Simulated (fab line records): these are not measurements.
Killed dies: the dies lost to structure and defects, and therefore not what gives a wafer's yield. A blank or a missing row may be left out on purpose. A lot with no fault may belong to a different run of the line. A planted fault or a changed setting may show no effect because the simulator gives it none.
Chamber matching | flow nand harc | NHARC_A_DECK1_JOINT_CMP_02 on cmp-02: 4 sister chambers
The step polishes SiOx. 4 wafers are shown with their chamber, then 7 later ones without.

## WAFERS, EACH WITH ITS CHAMBER
wafer  | chamber | motor current A (A)
L447.5 | 0       | 10.8
L449.1 | 1       | 10.3
L454.4 | 3       | 14.1
L454.5 | 2       | 13.4

## WAFERS WITHOUT THEIR CHAMBER
wafer  | motor current A (A)
L454.6 | 13.6
L462.2 | 10.8
L462.4 | 12.9
L462.5 | 13.5
L469.1 | 14.0
L469.4 | 10.2
L469.5 | 10.5

## CHAMBER TAKEN BY EACH
wafer  | from the rows above     | in truth
L454.6 | can't be placed: 2 or 3 | 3
L462.2 | 0                       | 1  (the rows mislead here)
L462.4 | 2                       | 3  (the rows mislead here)
L462.5 | 2                       | 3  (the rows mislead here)
L469.1 | 3                       | 3
L469.4 | 1                       | 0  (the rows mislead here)
L469.5 | can't be placed: 1 or 0 | 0
Correct placement for 1 of the 7. Unplaceable from these rows: 2, with the true chamber sitting among the candidates in 2. Placed wrongly: 4.
How it was worked out, from the rows above alone: a wafer's distance from a chamber is the root of the sum, over the readings, of the square of ((its reading less the chamber's mean) divided by the reading's scatter). If the next closest chamber is less than 2 further off than the closest, the wafer can't be placed; otherwise it belongs to the closest. For every chamber, the mean is computed from those of its wafers that are shown. The scatter: with one shown wafer a chamber, the root of the mean of the squares of how far each hidden wafer lies from its nearest shown one.
